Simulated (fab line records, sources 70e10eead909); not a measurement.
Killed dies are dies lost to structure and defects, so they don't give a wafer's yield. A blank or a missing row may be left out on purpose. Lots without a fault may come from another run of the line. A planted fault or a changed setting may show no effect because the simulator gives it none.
Chamber matching | flow nand_harc | NHARC_P_GATE_DESCUM_31 on rie_diel-12: 4 sister chambers
The step chemistry O2, time 3 s. 14 wafers are shown with their chamber, then 7 later ones without.

WAFERS WITH THEIR CHAMBER
wafer  | chamber | drypump_motor_current_A (A) | showerhead_plenum_p_Torr (Torr) | rf_vpp_V (V)
L075.2 | 3       | 6.1                         | 1.88                            | 58.3
L075.3 | 2       | 4.7                         | 1.99                            | 57.8
L075.6 | 3       | 6.1                         | 1.88                            | 57.7
L076.1 | 3       | 6.1                         | 1.88                            | 57.5
L076.4 | 2       | 4.7                         | 1.99                            | 58.0
L076.6 | 0       | 5.6                         | 2.05                            | 57.1
L083.1 | 1       | 6.2                         | 1.84                            | 57.0
L083.2 | 0       | 5.6                         | 2.04                            | 57.6
L083.3 | 3       | 6.1                         | 1.88                            | 58.0
L087.2 | 3       | 6.1                         | 1.88                            | 57.6
L087.4 | 1       | 6.2                         | 1.84                            | 57.8
L087.5 | 2       | 4.8                         | 1.98                            | 57.7
L090.2 | 1       | 6.2                         | 1.84                            | 57.8
L090.5 | 3       | 6.1                         | 1.88                            | 58.0

SIGNATURES (means of the wafers above)
reading                  | chamber 0 | chamber 1 | chamber 2 | chamber 3 | scatter within a chamber
drypump_motor_current_A  | 5.600     | 6.200     | 4.733     | 6.100     | 0.0258
showerhead_plenum_p_Torr | 2.0450    | 1.8400    | 1.9867    | 1.8800    | 0.00342
rf_vpp_V                 | 57.350    | 57.533    | 57.833    | 57.850    | 0.325
Rule: a wafer's distance from a chamber is the root of the sum, over the readings, of the square of ((its reading less the chamber's mean) divided by the reading's scatter). The wafer belongs to the nearest chamber; if the next one is less than 2 further off, it can't be placed. The scatter: the root of (the sum of the squares of (reading less its chamber's mean) over the shown wafers, divided by (wafers less chambers)).

WAFERS WITHOUT THEIR CHAMBER
wafer  | drypump_motor_current_A (A) | showerhead_plenum_p_Torr (Torr) | rf_vpp_V (V)
L090.6 | 4.7                         | 1.98                            | 59.9
L091.1 | 6.2                         | 1.84                            | 58.3
L091.5 | 6.2                         | 1.84                            | 54.9
L091.6 | 4.7                         | 1.98                            | 56.8
L095.1 | 6.2                         | 1.84                            | 57.1
L095.2 | 6.1                         | 1.88                            | 58.1
L095.4 | 4.7                         | 1.98                            | 57.0

WHICH CHAMBER EACH WENT THROUGH
wafer  | from the rows above | in truth
L090.6 | 2                   | 2
L091.1 | 1                   | 1
L091.5 | 1                   | 1
L091.6 | 2                   | 2
L095.1 | 1                   | 1
L095.2 | 3                   | 3
L095.4 | 2                   | 2
Placed correctly: 7 of 7. Can't be placed from these rows: 0. Placed wrongly: 0.
